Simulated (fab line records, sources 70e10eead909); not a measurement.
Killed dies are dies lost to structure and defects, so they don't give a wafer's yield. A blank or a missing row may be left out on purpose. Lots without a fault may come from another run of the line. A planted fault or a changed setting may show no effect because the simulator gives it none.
Which tool did it? | flow nand_harc | 13 lots, 39 wafers sampled, at 5 steps of a route of 1302

WHAT THE GAUGES READ, wafer by wafer
NHARC_A_ONON_D2_THK_MEAS_05: measures by ellipsometry.
lot  | measured     | on            | thk_nm (nm)
L141 | day 12 19:08 | film_metro-02 | 1006 1005 1007
L142 | day 12 19:08 | film_metro-02 | 1007 1005 1008
L144 | day 14 00:58 | film_metro-01 | 1007 1010 1008
L145 | day 14 00:58 | film_metro-02 | 1010 1008 1008
L146 | day 15 00:26 | film_metro-01 | 988 988 988
L148 | day 15 00:34 | film_metro-01 | 1001 1001 1001
L147 | day 15 00:44 | film_metro-02 | 1008 1010 1009
L149 | day 15 15:57 | film_metro-02 | 993 993 992
L150 | day 16 06:47 | film_metro-02 | 1003 1005 1002
L152 | day 17 00:34 | film_metro-01 | 993 995 995
L158 | day 19 10:04 | film_metro-01 | 1009 1009 1008
L160 | day 20 08:14 | film_metro-02 | 993 993 992
L163 | day 21 08:26 | film_metro-02 | 1006 1006 1008

NHARC_A_ONON_D2_THK_MEAS_11: measures by ellipsometry.
lot  | measured     | on            | thk_nm (nm)
L141 | day 12 20:16 | film_metro-02 | 1000 1000 1001
L142 | day 12 20:17 | film_metro-02 | 984 983 983
L144 | day 14 02:06 | film_metro-02 | 998 997 998
L145 | day 14 02:06 | film_metro-01 | 1013 1015 1013
L146 | day 15 01:34 | film_metro-01 | 1005 1005 1003
L148 | day 15 01:42 | film_metro-02 | 993 993 991
L147 | day 15 01:52 | film_metro-01 | 1007 1008 1007
L149 | day 15 17:05 | film_metro-02 | 986 987 984
L150 | day 16 07:55 | film_metro-02 | 1007 1007 1008
L152 | day 17 01:41 | film_metro-01 | 1006 1007 1007
L158 | day 19 11:11 | film_metro-01 | 996 999 999
L160 | day 20 09:22 | film_metro-01 | 986 987 1705
L163 | day 21 09:33 | film_metro-02 | 977 978 978

NHARC_END_SORT_01.
lot  | measured     | on        | killed_at_array | killed_at_other | killed_at_periphery | killed_dies | killed_open | killed_short
L141 | day 25 00:34 | prober-02 | 43 38 37        | 0 1 1           | 8 6 7               | 51 45 45    | 5 5 4       | 3 2 2
L142 | day 24 16:52 | prober-01 | 67 35 41        | 1 1 0           | 1 0 2               | 69 36 43    | 3 2 2       | 2 1 1
L144 | day 26 19:14 | prober-01 | 76 43 81        | 2 1 0           | 6 0 3               | 84 44 84    | 4 2 3       | 0 1 6
L145 | day 26 12:44 | prober-02 | 26 35 24        | 0 0 0           | 2 2 3               | 28 37 27    | 2 6 1       | 3 3 1
L146 | day 26 23:59 | prober-02 | 31 24 20        | 1 2 2           | 12 6 6              | 44 32 28    | 6 1 0       | 2 1 1
L148 | day 27 03:50 | prober-01 | 42 43 37        | 1 0 0           | 0 8 4               | 43 51 41    | 3 2 0       | 1 4 3
L147 | day 27 09:18 | prober-02 | 73 65 73        | 4 0 2           | 1 3 7               | 78 68 82    | 4 4 3       | 1 5 2
L149 | day 27 15:37 | prober-01 | 59 82 88        | 1 0 1           | 8 7 4               | 68 89 93    | 4 1 5       | 5 3 7
L150 | day 28 05:11 | prober-02 | 32 28 30        | 1 3 1           | 2 4 3               | 35 35 34    | 2 4 2       | 2 1 1
L152 | day 29 14:01 | prober-01 | 26 29 42        | 2 1 1           | 1 5 1               | 29 35 44    | 0 6 5       | 2 2 4
L158 | day 31 01:01 | prober-02 | 48 51 71        | 0 2 0           | 0 1 2               | 48 54 73    | 2 3 2       | 2 1 3
L160 | day 32 06:06 | prober-01 | 44 50 675       | 2 0 0           | 1 2 2               | 47 52 677   | 0 3 5       | 2 4 1
L163 | day 33 20:53 | prober-01 | 45 35 43        | 0 0 0           | 2 6 10              | 47 41 53    | 0 1 4       | 0 1 1

WHICH TOOL RAN EACH LOT (tool, then ch and the chambers of the sampled wafers, then the start)
lot  | NHARC_A_ONON_D2_DEP_09           | NHARC_A_ONON_D2_DEP_33
L141 | pecvd_onon-03 ch 0, day 12 19:45 | pecvd-04 ch 0,2, day 13 06:29
L142 | pecvd_onon-01 ch 0, day 12 19:46 | pecvd-03 ch 0,1,2, day 13 06:32
L144 | pecvd_onon-01 ch 0, day 14 01:35 | pecvd-03 ch 0,2, day 14 12:46
L145 | pecvd_onon-03 ch 0, day 14 01:39 | pecvd-02 ch 1,2, day 14 12:47
L146 | pecvd_onon-01 ch 0, day 15 01:02 | pecvd-04 ch 0,1,2, day 15 11:50
L148 | pecvd_onon-03 ch 0, day 15 01:14 | pecvd-03 ch 0,1, day 15 11:49
L147 | pecvd_onon-04 ch 0, day 15 01:28 | pecvd-02 ch 1,2, day 15 11:58
L149 | pecvd_onon-01 ch 0, day 15 16:34 | pecvd-02 ch 0,1, day 16 04:58
L150 | pecvd_onon-01 ch 0, day 16 07:25 | pecvd-02 ch 0,1, day 16 18:10
L152 | pecvd_onon-01 ch 0, day 17 01:14 | pecvd-02 ch 1,2, day 17 12:01
L158 | pecvd_onon-04 ch 0, day 19 10:48 | pecvd-03 ch 0,1,2, day 19 22:08
L160 | pecvd_onon-01 ch 0, day 20 08:52 | pecvd-03 ch 0,2, day 20 19:41
L163 | pecvd_onon-04 ch 0, day 21 09:06 | pecvd-02 ch 0,1, day 21 19:55
- NHARC_A_ONON_D2_DEP_09: target thk 1000 nm.
- NHARC_A_ONON_D2_DEP_33: deposits SiO2, target thk 200 nm.

WHAT THE TOOLS THEMSELVES READ (means of the sampled wafers that have a number; where no wafer has one, the mark that the record gives instead)
NHARC_A_ONON_D2_DEP_33.
lot  | tool     | heater_power_w (W) | throttle_valve_pct (%)
L141 | pecvd-04 | 415                | 15.9
L142 | pecvd-03 | 571                | 16.4
L144 | pecvd-03 | 582                | 16.5
L145 | pecvd-02 | 579                | 16.0
L146 | pecvd-04 | 610                | 15.9
L148 | pecvd-03 | 469                | 16.2
L147 | pecvd-02 | 635                | 15.3
L149 | pecvd-02 | 627                | 15.6
L150 | pecvd-02 | 562                | 15.1
L152 | pecvd-02 | 646                | 15.5
L158 | pecvd-03 | 548                | 16.4
L160 | pecvd-03 | 539                | 16.2
L163 | pecvd-02 | 586                | 15.0

THE ANSWER, worked out from the rows above alone
Rule: what is usual is taken from the lots themselves. Put in order of their means at a reading, lots are off if they are a third of the lots or fewer, leave a main group of 4 or more, and stand apart from it by a gap of 3 or more times the standard deviation of the main group's means; of several such gaps the widest counts. A main group whose means are all the same, to the digits that the tables above print for the reading, isn't used. A lot without any number at a reading at which 4 lots or more have one is off too. The other lots that the step has rows for count as sound. The gauges are gone through in route order, then the tools' own readings, and for those a lot's mean is taken as printed above. The first step at which some lot is off is used, and at that step the reading that is off furthest; a lot without a number counts as furthest.
Off: L160, at NHARC_A_ONON_D2_THK_MEAS_11 (thk_nm). The main group: mean 998 nm, standard deviation 11.
A tool fits if, at a process step before that reading, it ran every lot that is off, and no sound lot after the first of them. The gauges at NHARC_A_ONON_D2_THK_MEAS_11 aren't tried: what is off there is off at NHARC_END_SORT_01 too, on other tools, and a gauge's error can't cause that. One fits: pecvd_onon-01 at NHARC_A_ONON_D2_DEP_09. Its last sound lot is L152 (day 17 01:14), its first lot that is off L160 (day 20 08:52): a fault that began between those two fits.

WHAT THE SIMULATOR HAD PUT IN
Process parameter drift: pecvd_onon-01, from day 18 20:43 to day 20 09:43, at NHARC_A_ONON_D2_DEP_09. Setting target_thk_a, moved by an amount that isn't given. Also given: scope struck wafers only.
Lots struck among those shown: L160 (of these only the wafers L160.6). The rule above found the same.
